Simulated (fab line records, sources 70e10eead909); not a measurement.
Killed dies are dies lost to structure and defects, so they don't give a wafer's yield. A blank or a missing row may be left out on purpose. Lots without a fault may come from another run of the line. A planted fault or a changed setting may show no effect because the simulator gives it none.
Which tool did it? | flow nand_harc | 14 lots, 42 wafers sampled, at 3 steps of a route of 1159

WHAT THE GAUGES READ, wafer by wafer
NHARC_A_M1_THK_MEAS_24: measures by xrf. Usual: thk_nm 154.3 nm, standard deviation 1.5.
lot  | measured     | on            | thk_nm (nm)       | flag
L786 | day 17 09:59 | film_metro-01 | 154.2 155.1 155.3 |
L787 | day 18 00:53 | film_metro-02 | 153.3 153.8 157.5 |
L788 | day 18 01:48 | film_metro-01 | 154.2 155.2 154.3 |
L789 | day 18 06:44 | film_metro-01 | 155.1 154.5 156.0 |
L792 | day 18 11:16 | film_metro-02 | 155.5 155.2 154.1 |
L791 | day 18 11:53 | film_metro-01 | 156.3 154.6 154.7 |
L790 | day 18 16:15 | film_metro-01 | 152.9 153.4 153.8 |
L793 | day 19 11:31 | film_metro-01 | 152.9 155.1 152.2 |
L794 | day 19 18:19 | film_metro-02 | 154.2 150.7 155.2 |
L796 | day 20 06:09 | film_metro-01 | 154.6 156.6 153.9 |
L800 | day 20 18:03 | film_metro-02 | 155.2 156.3 156.2 |
L797 | day 20 18:29 | film_metro-01 | 154.3 155.5 155.8 |
L804 | day 22 08:50 | film_metro-02 | 154.2 154.0 152.0 |
L805 | day 23 13:29 | film_metro-02 | 156.1 154.2 154.2 |

NHARC_A_BONDPAD_THK_MEAS_30: measures by ellipsometry. Usual: thk_nm 200.4 nm, standard deviation 1.4.
lot  | measured     | on            | thk_nm (nm)       | flag
L786 | day 17 11:31 | film_metro-02 | 199.6 202.0 197.1 |
L787 | day 18 02:23 | film_metro-02 | 200.0 199.7 197.7 |
L788 | day 18 03:19 | film_metro-02 | 202.4 201.8 202.4 |
L789 | day 18 08:16 | film_metro-02 | 199.8 200.8 200.1 |
L792 | day 18 12:47 | film_metro-02 | 201.2 202.4 202.7 |
L791 | day 18 13:41 | film_metro-02 | 198.7 200.5 199.3 |
L790 | day 18 17:50 | film_metro-02 | 199.1 199.4 200.6 |
L793 | day 19 13:01 | film_metro-02 | 198.1 201.3 198.9 |
L794 | day 19 19:50 | film_metro-02 | 198.8 199.0 199.0 |
L796 | day 20 07:41 | film_metro-01 | 199.6 198.0 198.4 |
L800 | day 20 19:34 | film_metro-01 | 198.6 202.7 199.0 |
L797 | day 20 20:05 | film_metro-02 | 201.1 199.5 199.3 |
L804 | day 22 10:20 | film_metro-02 | 200.4 201.7 198.5 |
L805 | day 23 15:02 | film_metro-02 | 198.8 199.7 199.8 |

WHICH TOOL RAN EACH LOT (tool, then ch and the chambers of the sampled wafers, then the start)
lot  | NHARC_A_M1_STRIP_18
L786 | rie_diel-11 ch 2,3, day 17 07:25
L787 | rie_diel-11 ch 0,2,3, day 17 22:52
L788 | rie_diel-09 ch 0,1,2, day 17 23:44
L789 | rie_diel-09 ch 0,3, day 18 04:31
L792 | rie_diel-13 ch 0,2, day 18 09:14
L791 | rie_diel-09 ch 1,3, day 18 09:37
L790 | rie_diel-13 ch 1,2,3, day 18 14:05
L793 | rie_diel-11 ch 0,1,2, day 19 09:26
L794 | rie_diel-09 ch 0,1,3, day 19 16:20
L796 | rie_diel-11 ch 2,3, day 20 04:07
L800 | rie_diel-13 ch 0,1,3, day 20 16:04
L797 | rie_diel-13 ch 0,1, day 20 16:23
L804 | rie_diel-13 ch 0,2,3, day 22 06:20
L805 | rie_diel-09 ch 0,1,2, day 23 11:27
- NHARC_A_M1_STRIP_18: strips in N2/H2.

WHAT THE TOOLS THEMSELVES READ (means of the sampled wafers that have a number; where no wafer has one, the mark that the record gives instead)
NHARC_A_M1_STRIP_18. Usual: drypump_motor_current_A 5.7 A, standard deviation 0.45; oes_product_au 1.000 a.u., standard deviation 0.008; rf_vpp_V 90.8 V, standard deviation 1; showerhead_plenum_p_Torr 2.05 Torr, standard deviation 0.091; throttle_valve_pct 14.173 %, standard deviation 0.0087.
lot  | tool        | drypump_motor_current_A (A) | oes_product_au (a.u.) | rf_vpp_V (V) | showerhead_plenum_p_Torr (Torr) | throttle_valve_pct (%) | flag
L786 | rie_diel-11 | 6.0                         | 0.999                 | 91.4         | 2.11                            | 14.166                 |
L787 | rie_diel-11 | 6.0                         | 0.993                 | 91.0         | 2.06                            | 14.181                 |
L788 | rie_diel-09 | 5.6                         | 1.008                 | 90.5         | 1.99                            | 14.170                 |
L789 | rie_diel-09 | 6.1                         | 1.001                 | 90.7         | 2.00                            | 14.166                 |
L792 | rie_diel-13 | 5.6                         | 1.011                 | 90.9         | 1.95                            | 14.166                 |
L791 | rie_diel-09 | 5.9                         | 1.004                 | 90.7         | 2.09                            | 14.173                 |
L790 | rie_diel-13 | 5.4                         | 1.000                 | 91.0         | 2.07                            | 14.165                 |
L793 | rie_diel-11 | 5.8                         | 0.995                 | 90.1         | 2.05                            | 14.175                 |
L794 | rie_diel-09 | 6.0                         | 1.012                 | 89.9         | 2.04                            | 14.174                 |
L796 | rie_diel-11 | 6.0                         | 1.005                 | 91.4         | 2.11                            | 14.180                 |
L800 | rie_diel-13 | 5.6                         | 0.993                 | 91.6         | 2.08                            | 14.173                 |
L797 | rie_diel-13 | 5.7                         | 0.993                 | 90.7         | 2.01                            | 14.174                 |
L804 | rie_diel-13 | 5.5                         | 1.003                 | 90.1         | 2.02                            | 14.166                 |
L805 | rie_diel-09 | 5.7                         | 0.992                 | 91.0         | 1.98                            | 14.177                 |

THE ANSWER, worked out from the rows above alone
Rule: a lot is off if the mean of its wafers that have a number lies more than 3 standard deviations from the usual mean. A lot without any number at a reading at which 4 lots or more have one is off too. The other lots that the step has rows for count as sound. The gauges are gone through in route order, then the tools' own readings, and for those a lot's mean is taken as printed above. The first step at which some lot is off is used, and at that step the reading that is off furthest; a lot without a number counts as furthest.
No lot is off at any reading shown: from this, nothing can be told.

WHAT THE SIMULATOR HAD PUT IN
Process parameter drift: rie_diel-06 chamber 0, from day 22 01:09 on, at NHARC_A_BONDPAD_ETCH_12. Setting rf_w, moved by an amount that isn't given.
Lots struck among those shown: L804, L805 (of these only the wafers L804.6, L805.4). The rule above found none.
